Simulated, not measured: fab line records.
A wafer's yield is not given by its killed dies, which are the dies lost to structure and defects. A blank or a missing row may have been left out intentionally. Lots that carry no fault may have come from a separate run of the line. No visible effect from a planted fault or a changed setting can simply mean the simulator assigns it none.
Matching of chambers || flow n5Finfet || N5_BEOL_M0_SAQP_PECVD_03 on pecvd-04: 3 sister chambers
The step deposits SiCN from 3MS/NH3, target thk 12 nm, time 21.1 s. 3 wafers are shown with their chamber, then 7 later ones without.

## EACH WAFER AND ITS CHAMBER
{"wafer": "L079.5", "chamber": 1, "throttleValvePct (%)": 9.2}
{"wafer": "L085.3", "chamber": 0, "throttleValvePct (%)": 9.4}
{"wafer": "L085.5", "chamber": 2, "throttleValvePct (%)": 8.8}

## WAFERS WITHOUT THEIR CHAMBER
{"wafer": "L085.6", "throttleValvePct (%)": 9.3}
{"wafer": "L087.3", "throttleValvePct (%)": 9.5}
{"wafer": "L087.4", "throttleValvePct (%)": 9.0}
{"wafer": "L087.5", "throttleValvePct (%)": 9.2}
{"wafer": "L097.1", "throttleValvePct (%)": 8.2}
{"wafer": "L097.3", "throttleValvePct (%)": 9.5}
{"wafer": "L097.6", "throttleValvePct (%)": 8.1}

## CHAMBER TAKEN BY EACH
{"wafer": "L085.6", "from the rows above": "can't be placed: 0 or 1 or 2", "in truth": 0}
{"wafer": "L087.3", "from the rows above": "can't be placed: 0 or 1 or 2", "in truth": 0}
{"wafer": "L087.4", "from the rows above": "can't be placed: 1 or 2 or 0", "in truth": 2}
{"wafer": "L087.5", "from the rows above": "can't be placed: 1 or 0 or 2", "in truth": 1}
{"wafer": "L097.1", "from the rows above": "can't be placed: 2 or 1 or 0", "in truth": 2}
{"wafer": "L097.3", "from the rows above": "can't be placed: 0 or 1 or 2", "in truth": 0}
{"wafer": "L097.6", "from the rows above": "can't be placed: 2 or 1 or 0", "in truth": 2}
Correct placement for 0 of the 7. Unplaceable from these rows: 7, with the true chamber sitting among the candidates in 7. Wrongly placed: 0.
How it was worked out, from the rows above alone: a wafer's distance from a chamber is the root of the sum, over the readings, of the square of ((its reading less the chamber's mean) divided by the reading's scatter). The wafer belongs to the nearest chamber; if the next one is less than 2 further off, it can't be placed. For every chamber, the mean is computed from those of its wafers that are shown. The scatter (one wafer shown for each chamber): square how far every hidden wafer sits from the nearest shown wafer, average those squares and take the square root.
